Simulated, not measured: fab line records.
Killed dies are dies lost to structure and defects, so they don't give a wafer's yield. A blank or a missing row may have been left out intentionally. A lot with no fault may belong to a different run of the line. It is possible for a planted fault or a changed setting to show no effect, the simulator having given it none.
Matching of chambers	flow n5_finfet	N5_GATE_CUT_CMP_61 on cmp-04 has 4 sister chambers
The step polishes, stops on SiNx, t overpolish 3 s. 4 wafers are shown with their chamber, then 9 later ones without.

## WAFERS, EACH WITH ITS CHAMBER
wafer	chamber	motor_current_A (A)
L078.1	2	14.2
L088.1	0	11.1
L088.3	3	11.4
L088.4	1	9.8

## WAFERS WHOSE CHAMBER IS MISSING
wafer	motor_current_A (A)
L092.1	12.0
L092.2	13.4
L092.3	10.0
L095.1	10.9
L095.4	13.4
L095.6	11.4
L097.3	9.6
L097.4	11.5
L097.5	10.7

## WHICH CHAMBER EACH WENT THROUGH
wafer	from the rows above	in truth
L092.1	can't be placed: 3 or 0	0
L092.2	2	2
L092.3	can't be placed: 1 or 0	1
L095.1	can't be placed: 0 or 3 or 1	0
L095.4	2	2
L095.6	can't be placed: 3 or 0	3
L097.3	1	1
L097.4	can't be placed: 3 or 0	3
L097.5	can't be placed: 0 or 3 or 1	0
Correct placement for 3 of the 9. Unplaceable from these rows: 6, with the true chamber sitting among the candidates in 6. Number placed wrongly: 0.
How it was worked out, from the rows above alone: a wafer's distance from a chamber is the root of the sum, over the readings, of the square of ((its reading less the chamber's mean) divided by the reading's scatter). If the next closest chamber is less than 2 further off than the closest, the wafer can't be placed; otherwise it belongs to the closest. A chamber's mean is the mean of its shown wafers. The scatter (one wafer shown for each chamber): square how far every hidden wafer sits from the nearest shown wafer, average those squares and take the square root.
